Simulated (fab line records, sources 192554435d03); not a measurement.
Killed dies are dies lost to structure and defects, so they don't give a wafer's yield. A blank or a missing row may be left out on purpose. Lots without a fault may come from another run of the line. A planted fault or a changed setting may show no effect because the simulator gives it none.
Chamber matching | flow n5_finfet | N5_BEOL_M7_ETCH_66 on rie_diel-03: 4 sister chambers
The step etches SOC in N2/H2, target depth 80 nm, overetch 16 nm, time 120 s. 4 wafers are shown with their chamber, then 8 later ones without.

WAFERS WITH THEIR CHAMBER
wafer  | chamber | showerhead_plenum_p_Torr (Torr)
L078.6 | 2       | 2.64
L085.4 | 1       | 2.63
L085.6 | 0       | 2.60
L090.1 | 3       | 2.34

WAFERS WITHOUT THEIR CHAMBER
wafer  | showerhead_plenum_p_Torr (Torr)
L090.3 | 2.63
L090.6 | 2.34
L093.1 | 2.62
L093.4 | 2.63
L093.5 | 2.62
L094.2 | 2.63
L094.3 | 2.33
L094.4 | 2.62

WHICH CHAMBER EACH WENT THROUGH
wafer  | from the rows above          | in truth
L090.3 | can't be placed: 1 or 2      | 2
L090.6 | 3                            | 3
L093.1 | can't be placed: 1 or 0 or 2 | 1
L093.4 | can't be placed: 1 or 2      | 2
L093.5 | can't be placed: 1 or 0 or 2 | 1
L094.2 | can't be placed: 1 or 2      | 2
L094.3 | 3                            | 3
L094.4 | can't be placed: 1 or 0 or 2 | 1
Placed correctly: 2 of 8. Can't be placed from these rows: 6 (the true chamber is among the candidates in 6). Placed wrongly: 0.
How it was worked out, from the rows above alone: a wafer's distance from a chamber is the root of the sum, over the readings, of the square of ((its reading less the chamber's mean) divided by the reading's scatter). The wafer belongs to the nearest chamber; if the next one is less than 2 further off, it can't be placed. A chamber's mean is the mean of its shown wafers. The scatter: with one shown wafer a chamber, the root of the mean of the squares of how far each hidden wafer lies from its nearest shown one.
